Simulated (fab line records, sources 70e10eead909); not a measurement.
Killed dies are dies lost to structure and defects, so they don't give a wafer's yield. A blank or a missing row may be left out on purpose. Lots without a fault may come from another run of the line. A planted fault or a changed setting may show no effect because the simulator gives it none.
One fault seen from 2 desks | flow nand_harc | each desk has only its own numbers; what lay behind them comes last

THE TOOL OWNER'S DESK: litho_track-01
The tool's own readings at NHARC_P_M0_PEB_07 (peb time 65 s): means of the sampled wafers that have a number, for each lot that ran on this tool. A lot is out of limits, marked OUT, if its mean lies more than 4 standard deviations from the usual mean; the brackets give that distance.
Columns: A = chill_plate_temp_C at NHARC_P_M0_PEB_07, usual 22.99 C; B = heater_power_total_W at NHARC_P_M0_PEB_07, usual 156.7 W; C = plate_temp_C at NHARC_P_M0_PEB_07, usual 100.01 C
lot  | first seen here | A     | B               | C
L446 | day 6 08:12     | 23.05 | 157.0           | 100.09
L453 | day 7 18:28     | 23.00 | 156.4           | 100.09
L463 | day 10 16:43    | 22.93 | 166.5 (+23) OUT | 104.60 (+33) OUT
L466 | day 11 05:40    | 22.95 | 166.6 (+23) OUT | 104.73 (+34) OUT
This desk's finding: out of limits on L463, L466; first on L463, day 10 16:43 (heater_power_total_W at NHARC_P_M0_PEB_07). In limits: L446, L453.

THE METROLOGY DESK
What the gauges read, lot by lot, whatever tool the lot ran on: means of the sampled wafers that have a number. A lot is out of limits, marked OUT, if its mean lies more than 4 standard deviations from the usual mean; the brackets give that distance.
Columns: A = cd_nm at NHARC_P_M0_CD_MEAS_09, usual 90.1 nm
lot  | first seen here | A
L445 | day 5 23:07     | 90.2
L446 | day 6 08:17     | 90.0
L447 | day 6 08:47     | 90.3
L450 | day 7 12:17     | 89.5
L453 | day 7 18:33     | 91.1
L455 | day 8 03:31     | 90.0
L458 | day 9 00:02     | 90.3
L463 | day 10 16:48    | 105.5 (+24) OUT
L466 | day 11 05:44    | 102.8 (+20) OUT
L468 | day 11 14:50    | 90.4
This desk's finding: out of limits on L463, L466; first on L463, day 10 16:48 (cd_nm at NHARC_P_M0_CD_MEAS_09). In limits: L445, L446, L447, L450, L453, L455, L458, L468.

PUT TOGETHER
The tool owner's desk could have raised an alarm at day 10 16:43, on L463, L466.
The metrology desk could have raised an alarm at day 10 16:48, on L463, L466.
Of the lots named, all ran NHARC_P_M0_PEB_07 on litho_track-01.

WHAT THE SIMULATOR HAD PUT IN
Process parameter drift: litho_track-01, from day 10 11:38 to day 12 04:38, at NHARC_P_M0_PEB_07. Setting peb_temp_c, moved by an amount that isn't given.
Lots struck among those shown: L463, L466.
Hours from the fault's start to each desk's first reading out of limits: the tool owner's desk, 5; the metrology desk, 5.
